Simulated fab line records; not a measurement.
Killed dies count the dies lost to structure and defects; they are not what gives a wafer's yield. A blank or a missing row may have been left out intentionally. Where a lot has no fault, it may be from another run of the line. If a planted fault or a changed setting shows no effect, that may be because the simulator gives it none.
3 desks, one fault	flow n5-finfet	each desk holds nothing but its own numbers, with what lay behind them at the end

## AT THE TOOL OWNER'S DESK: litho-track-05
The tool's own readings at N5_WELL_APT_COAT_02 (resist thk 950 nm): means of the sampled wafers that have a number, for each lot that ran on this tool. A lot is out of limits, marked OUT, if its mean lies more than 4 standard deviations from the usual mean; the brackets give that distance.
Columns: A = spin-speed-rpm at N5_WELL_APT_COAT_02, usual 1357.2 rpm
lot	first seen here	A
L265	day 4 19:19	1357.2
L268	day 5 13:25	1322.7 (-37) OUT
L269	day 5 19:19	1323.4 (-36) OUT
This desk finds L268, L269 out of limits, L268 being first, at day 5 13:25 (spin-speed-rpm at N5_WELL_APT_COAT_02). L265 stayed within limits.

## AT THE METROLOGY DESK
Lot by lot, what the gauges showed, no matter which tool ran the lot: averages of those sampled wafers that carry a number. A lot is out of limits, marked OUT, if its mean lies more than 4 standard deviations from the usual mean; the brackets give that distance. Only the readings that lie furthest out on some lot appear, 7 of the 13 it has.
Columns: A = cd-nm at N5_ZERO_LAYER_CD_MEAS_11, usual 2001 nm; B = cd-nm at N5_WELL_APT_CD_MEAS_08, usual 199.3 nm; C = NWELL_OVL at N5_WELL_APT_OVL_MEAS_09, usual 1 nm; D = DIBL_N at N5_BEOL_M4_RC_MEAS_101, usual 36.7 mV/V; E = DIBL_P at N5_BEOL_M4_RC_MEAS_101, usual 36.9 mV/V; F = SS_N at N5_BEOL_M4_RC_MEAS_101, usual 71.6 mV/dec; G = VT_P at N5_BEOL_M4_RC_MEAS_101, usual -250 mV
lot	first seen here	A	B	C	D	E	F	G
L261	day 3 18:46	2001	199.2	6	38.3	38.1	72.0	-254
L265	day 4 18:38	2003	197.3	-1	35.6	36.6	71.1	-253
L267	day 5 06:38	2000	200.3	1	35.0	34.4	70.5	-250
L268	day 5 12:46	2003	197.7	0	36.6	37.1	71.6	-249
L269	day 5 18:38	1998	198.7	2	39.1	38.0	72.3	-249
L275	day 7 06:38	2003	197.4	-1	38.9	40.5	71.9	-250
This desk's finding: nothing out of limits on any of the 6 lots.

## THE DEFECT DESK
For each lot, the counts of the inspections along the route, averaged over the sampled wafers that have a number. A lot is out of limits, marked OUT, if its mean lies more than 4 standard deviations from the usual mean; the brackets give that distance.
Columns: A = raw-defect-count at N5_ZERO_LAYER_INSPECT_20, usual 39; B = raw-defect-count at N5_WELL_APT_INSPECT_10, usual 2.1
lot	first seen here	A	B
L261	day 3 20:08	36	1.0
L265	day 4 19:17	25	2.3
L267	day 5 07:15	19	2.3
L268	day 5 13:23	49	2.3
L269	day 5 19:17	33	1.7
L275	day 7 07:15	41	2.7
This desk's finding: nothing out of limits on any of the 6 lots.

## ALL TOGETHER
The tool owner's desk had the chance to raise an alarm at day 5 13:25 on L268, L269.
Nothing out of limits was seen by the metrology desk.
The defect desk saw nothing out of limits.
The metrology desk holds a record of L268, L269, inside its limits.
The defect desk has L268, L269 on record, within its limits.
All the named lots went through N5_WELL_APT_COAT_02 on litho-track-05.

## WHAT THE SIMULATOR HAD PUT IN
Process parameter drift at N5_WELL_APT_COAT_02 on litho-track-05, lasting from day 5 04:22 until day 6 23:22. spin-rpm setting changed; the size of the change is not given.
Struck lots among those shown: L268, L269.
Delay in hours, fault start to first out-of-limits reading, by desk: the tool owner's desk at 9.
